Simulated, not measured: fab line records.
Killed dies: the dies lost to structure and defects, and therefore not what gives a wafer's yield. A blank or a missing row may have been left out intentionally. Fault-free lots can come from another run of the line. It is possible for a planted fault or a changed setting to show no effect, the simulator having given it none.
Comparing a struck lot with a sound one :: flow nandHarc :: 41 out of 1302 route steps
Sound: the wafers L488.3, L488.4, L488.6. The struck wafers were L496.3, L496.4, L496.6. At the end, the cause is stated.
Order at every step that has rows: each side's tool, ch and its chambers, its first start. Under that, the readings that differ: sound wafers :: struck wafers :: difference of the means :: sigmas: that difference in standard deviations of wafers without a fault.
alike: a reading whose means differ by less than 2 such deviations, as well as words and numbers matching on both sides. not compared: withheld readings; readings where some wafer has no value; bounds like >300 that might hide an equal value; numbers whose values overlap and for which the record gives no deviation.
Wherever a step has rows on one side only, a row that says differs or no value, or a row with sigmas, the two part there. Non-overlapping numbers with no deviation appear without sigmas and do not part them. A reading missing from all wafers of one side parts the sides only when that side holds two or more wafers.

first, 1 step without rows for these wafers: NHARC_A_CHANNEL_HOLE_D2_SRD_30.
NHARC_A_CHANNEL_HOLE_D2_CD_MEAS_31:
  sound: cdSem-03 at day 13 17:14; struck: cdSem-03 at day 16 17:43
  alike: cdNm
after that, 1 step had no rows for these wafers: NHARC_A_CHANNEL_HOLE_D2_XSEM_32.
NHARC_A_CHANNEL_HOLE_D2_INSPECT_40:
  sound: defectInspect-01 at day 13 17:25; struck: defectInspect-02 at day 17 00:47
  alike: rawDefectCount
then, 4 steps without rows for these wafers: NHARC_A_CHANNEL_FILL_D2_PRECLEAN_00 (cleans in SC1); NHARC_A_CHANNEL_FILL_D2_SRD_01; NHARC_A_CHANNEL_FILL_D2_ALD_02 (deposits SiO2, target thk 6 nm, pulse time 10 s, ald cycles 60); NHARC_A_CHANNEL_FILL_D2_ALD_03 (deposits SiNx, target thk 6 nm, pulse time 60 s, ald cycles 58).
NHARC_A_CHANNEL_FILL_D2_ALD_14: deposits SiO2, target thk 2.5 nm, pulse time 10 s, ald cycles 25.
  sound on aldHk-02 ch 0,1,3, day 14 00:39; struck on aldHk-01 ch 0,1,2, day 17 10:45
  alike: heaterPowerW, precursorPulseHeightRel, susceptorTempC
then, 3 steps without rows for these wafers: NHARC_A_CHANNEL_FILL_D2_ALD_15 (deposits SiNx, target thk 2 nm, pulse time 60 s, ald cycles 19); NHARC_A_CHANNEL_FILL_D2_ALD_16 (deposits SiO2, target thk 1.5 nm, pulse time 10 s, ald cycles 15); NHARC_A_CHANNEL_FILL_D2_ANNEAL_17 (time 1800 s).
NHARC_A_CHANNEL_FILL_D2_CVD_18: deposits poly-Si, target thk 3 nm.
  sound on lpcvdPoly-02 ch 0, day 14 12:35; struck on lpcvdPoly-02 ch 0, day 18 01:39
  alike: spikeTcCentreC, spikeTcTopC
NHARC_A_CHANNEL_FILL_D2_ETCHBACK_19: etches the open film in HBr/Cl2, target depth 5 nm, time 1.7 s.
  sound on rieSi-03 ch 0,2,3, day 14 14:41; struck on rieSi-04 ch 1,2,3, day 18 03:43
  alike: drypumpMotorCurrentA, hbrFlowSccm, oesProductAu, throttleValvePct
  not compared: rfHoursCounterH
then, 6 steps without rows for these wafers: NHARC_A_CHANNEL_FILL_D2_ETCHBACK_20 (etches the open film in C4F8/O2/Ar, target depth 27 nm, time 13.5 s); NHARC_A_CHANNEL_FILL_D2_STRIP_28 (strips in O2, time 20 s); NHARC_A_CHANNEL_FILL_D2_PRECLEAN_21 (cleans in dHF, time 30 s); NHARC_A_CHANNEL_FILL_D2_SRD_23; NHARC_A_CHANNEL_FILL_D2_CVD_05 (deposits poly-Si, target thk 5 nm); NHARC_A_CHANNEL_FILL_D2_ANNEAL_22 (time 7200 s).
NHARC_A_CHANNEL_FILL_D2_ALD_25: deposits SiOx, target thk 60 nm, pulse time 10 s, ald cycles 600.
  sound on aldHk-03 ch 1,2,3, day 15 02:16; struck on aldHk-01 ch 1,2, day 18 16:27
  alike: heaterPowerW, precursorPulseHeightRel, susceptorTempC
NHARC_A_CHANNEL_FILL_D2_ETCHBACK_08: etches the open film in C4F8, target depth 220 nm, time 110 s.
  sound: rieDiel-03 ch 0,1,2; struck: rieDiel-11 ch 1,3
  alike: oesProductAu, rfVppV
  not compared: rfHoursCounterH
NHARC_A_CHANNEL_FILL_D2_STRIP_29: strips in O2, time 20 s.
  sound: rieDiel-03 ch 1,2,3; struck: rieDiel-11 ch 0,2,3
  alike: drypumpMotorCurrentA, oesProductAu, rfVppV, showerheadPlenumPTorr, throttleValvePct
  not compared: rfHoursCounterH
then, 6 steps without rows for these wafers: NHARC_A_CHANNEL_FILL_D2_PRECLEAN_30 (cleans in dHF, time 30 s); NHARC_A_CHANNEL_FILL_D2_SRD_31; NHARC_A_CHANNEL_FILL_D2_CVD_09 (deposits poly-Si, target thk 150 nm, time 3000 s); NHARC_A_CHANNEL_FILL_D2_CMP_10 (polishes, target thk 150 nm); NHARC_A_CHANNEL_FILL_D2_SRD_12; NHARC_A_CHANNEL_FILL_D2_RTA_24 (time 5 s).
NHARC_A_CHANNEL_FILL_D2_INSPECT_13:
  sound: defectInspect-01 at day 15 14:13; struck: defectInspect-02 at day 19 03:47
  alike: rawDefectCount
then, 9 steps without rows for these wafers: NHARC_A_STAIRCASE_DEP_156 (deposits SiNx, target thk 50 nm); NHARC_A_STAIRCASE_DEHYDRATE_158 (time 120 s); NHARC_A_STAIRCASE_HMDS_159 (time 30 s); NHARC_A_STAIRCASE_COAT_160; NHARC_A_STAIRCASE_SOFTBAKE_161 (time 170 s); NHARC_A_STAIRCASE_EBR_162; NHARC_A_STAIRCASE_EXPOSE_163 (exposes mask STAIR OPEN); NHARC_A_STAIRCASE_PEB_164 (peb time 130 s); NHARC_A_STAIRCASE_DEVELOP_165 (time 140 s).
-- the record jumps here: 9 days lie between the struck wafers' starts before and after (it left off in module A_STAIRCASE and takes up again in module END, whose first step shown is number 1301 of the route) --
NHARC_END_WLT_00:
  sound: prober-02 at day 24 13:41; struck: prober-02 at day 27 16:46
reading: VT_DECK1_TOP
sound: 0.906 0.912 0.910
struck: 0.896 0.892 0.895
difference: -0.015
sigmas: -2

reading: VT_DECK2_BOTTOM
sound: 0.876 0.866 0.872
struck: 0.938 0.924 0.936
difference: +0.061
sigmas: +9

reading: VT_DECK2_BOTTOM_INNER
sound: 0.874 0.856 0.866
struck: 0.942 0.937 0.940
difference: +0.074
sigmas: +10

reading: VT_DECK2_MEDIAN_NEAR_BOTTOM
sound: 0.875 0.866 0.872
struck: 0.940 0.938 0.942
difference: +0.069
sigmas: +10

reading: VT_DECK2_MEDIAN_NEAR_BOTTOM_INNER
sound: 0.875 0.868 0.866
struck: 0.944 0.935 0.946
difference: +0.072
sigmas: +10

reading: VT_DECK2_MIDDLE
sound: 0.886 0.878 0.883
struck: 0.950 0.964 0.958
difference: +0.075
sigmas: +12

reading: VT_DECK2_MIDDLE_INNER
sound: 0.886 0.879 0.881
struck: 0.958 0.952 0.966
difference: +0.077
sigmas: +12

reading: VT_DECK2_TOP
sound: 0.893 0.895 0.899
struck: 0.977 0.979 0.968
difference: +0.079
sigmas: +12

reading: VT_DECK2_TOP_INNER
sound: 0.891 0.897 0.900
struck: 0.972 0.974 0.965
difference: +0.074
sigmas: +12
  alike: VT_DECK1_BOTTOM, VT_DECK1_BOTTOM_INNER, VT_DECK1_MEDIAN_NEAR_BOTTOM, VT_DECK1_MEDIAN_NEAR_BOTTOM_INNER, VT_DECK1_MIDDLE, VT_DECK1_MIDDLE_INNER, VT_DECK1_TOP_INNER
NHARC_END_SORT_01:
  at this point the record logs the struck wafers (prober-02 ch 0, day 27 20:25) and has no rows for the sound ones

WHERE THEY PART
Last at NHARC_END_SORT_01 as far as this record goes, first at NHARC_END_WLT_00.

WHY: what the simulator had put in
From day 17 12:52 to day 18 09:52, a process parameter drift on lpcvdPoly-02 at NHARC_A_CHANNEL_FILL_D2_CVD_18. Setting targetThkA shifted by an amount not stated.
